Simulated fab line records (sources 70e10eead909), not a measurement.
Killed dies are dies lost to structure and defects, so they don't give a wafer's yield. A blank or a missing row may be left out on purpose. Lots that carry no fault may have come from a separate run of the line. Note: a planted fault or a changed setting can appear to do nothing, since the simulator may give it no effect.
Chamber matching	flow nand-harc	4 sister chambers for NHARC_P_CONTACT_DESCUM_17 on rie-diel-01
The step chemistry O2, time 3 s. 14 wafers are shown with their chamber, then 7 later ones without.

EACH WAFER AND ITS CHAMBER
wafer	chamber	showerhead-plenum-p-Torr (Torr)	drypump-motor-current-A (A)	rf-vpp-V (V)
L074.3	0	1.90	6.5	58.0
L074.4	2	1.79	5.6	56.5
L074.5	1	1.81	5.7	57.0
L076.1	3	2.06	5.2	58.0
L076.3	2	1.79	5.7	57.7
L076.4	0	1.90	6.5	58.5
L078.1	3	2.06	5.3	58.0
L078.4	1	1.81	5.7	55.8
L078.6	2	1.79	5.7	57.9
L082.1	0	1.90	6.5	58.8
L082.3	3	2.06	5.2	57.9
L082.4	2	1.78	5.7	57.2
L086.1	1	1.81	5.7	56.2
L086.4	2	1.78	5.6	58.0

SIGNATURES (averages over the wafers above)
reading	chamber 0	chamber 1	chamber 2	chamber 3	scatter within a chamber
showerhead-plenum-p-Torr	1.9000	1.8100	1.7860	2.0600	0.00346
drypump-motor-current-A	6.500	5.700	5.660	5.233	0.0432
rf-vpp-V	58.433	56.333	57.460	57.967	0.511
Rule: a wafer's distance from a chamber is the root of the sum, over the readings, of the square of ((its reading less the chamber's mean) divided by the reading's scatter). The wafer belongs to the nearest chamber; if the next one is less than 2 further off, it can't be placed. The scatter is the square root of a quotient: the sum, over the shown wafers, of each reading's squared deviation from its chamber's mean, divided by wafers minus chambers.

WAFERS MISSING THEIR CHAMBER
wafer	showerhead-plenum-p-Torr (Torr)	drypump-motor-current-A (A)	rf-vpp-V (V)
L086.6	1.90	6.5	56.4
L091.1	1.90	6.5	57.4
L091.2	2.05	5.3	57.8
L091.6	1.78	5.7	55.8
L092.1	1.78	5.7	56.3
L092.2	1.81	5.7	56.2
L092.6	1.90	6.5	57.4

CHAMBER TAKEN BY EACH
wafer	from the rows above	in truth
L086.6	0	0
L091.1	0	0
L091.2	3	3
L091.6	2	2
L092.1	2	2
L092.2	1	1
L092.6	0	0
7 of 7 placed correctly. Not placeable from these rows: 0. Placed wrongly: 0.
